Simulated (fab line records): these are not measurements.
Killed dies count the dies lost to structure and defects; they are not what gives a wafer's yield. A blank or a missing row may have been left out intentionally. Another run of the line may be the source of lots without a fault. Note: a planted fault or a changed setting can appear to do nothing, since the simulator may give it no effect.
Matching of chambers | flow nand-harc | ald-hk-03 running NHARC_A_CHANNEL_FILL_D1_ALD_02: 4 sister chambers
The step deposits SiO2, target thk 6 nm, pulse time 10 s, ald cycles 60. 14 wafers are shown with their chamber, then 7 later ones without.

== WAFERS, EACH WITH ITS CHAMBER ==
wafer  | chamber | heater-power-outer-w (W) | heater-power-w (W) | precursor-pulse-height-rel
L918.2 | 1       | 243                      | 440                | 0.974
L918.3 | 2       | 282                      | 490                | 1.025
L918.4 | 0       | 241                      | 466                | 0.984
L922.1 | 2       | 292                      | 488                | 1.000
L922.4 | 1       | 245                      | 462                | 1.022
L922.5 | 2       | 296                      | 482                | 0.986
L925.2 | 1       | 246                      | 471                | 0.988
L925.3 | 2       | 295                      | 479                | 1.017
L925.6 | 2       | 299                      | 509                | 0.986
L927.3 | 1       | 251                      | 453                | 1.007
L927.4 | 0       | 246                      | 461                | 1.015
L927.6 | 3       | 262                      | 462                | 1.043
L928.3 | 3       | 260                      | 481                | 1.001
L928.4 | 0       | 247                      | 462                | 1.018

SIGNATURES, as means of the wafers listed above
reading                    | chamber 0 | chamber 1 | chamber 2 | chamber 3 | scatter within a chamber
heater-power-outer-w       | 244.67    | 246.25    | 292.80    | 261.00    | 4.78
heater-power-w             | 463.00    | 456.50    | 489.60    | 471.50    | 11.3
precursor-pulse-height-rel | 1.00567   | 0.99775   | 1.00280   | 1.02200   | 0.0205
Rule: for a wafer and a chamber, the distance is found by dividing, reading by reading, the gap between the wafer's reading and the chamber's mean by the reading's scatter, squaring, summing and taking the root. The wafer belongs to the nearest chamber; if the next one is less than 2 further off, it can't be placed. How the scatter is found: for the shown wafers, subtract from each reading the mean of its chamber, square and add these, divide the total by (wafers less chambers), then take the root.

== WAFERS MISSING THEIR CHAMBER ==
wafer  | heater-power-outer-w (W) | heater-power-w (W) | precursor-pulse-height-rel
L928.6 | 254                      | 482                | 1.011
L936.2 | 240                      | 464                | 1.012
L936.4 | 254                      | 476                | 0.993
L936.5 | 252                      | 474                | 1.038
L937.1 | 257                      | 456                | 0.999
L937.2 | 258                      | 474                | 0.995
L937.4 | 299                      | 507                | 0.981

== WHICH CHAMBER EACH WENT THROUGH ==
wafer  | from the rows above          | in truth
L928.6 | can't be placed: 3 or 0 or 1 | 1
L936.2 | can't be placed: 0 or 1      | 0
L936.4 | can't be placed: 3 or 0 or 1 | 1
L936.5 | can't be placed: 3 or 0 or 1 | 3
L937.1 | can't be placed: 3 or 1 or 0 | 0
L937.2 | can't be placed: 3 or 1 or 0 | 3
L937.4 | 2                            | 2
1 of 7 placed correctly. Can't be placed from these rows: 6 (the true chamber is among the candidates in 6). Number placed wrongly: 0.
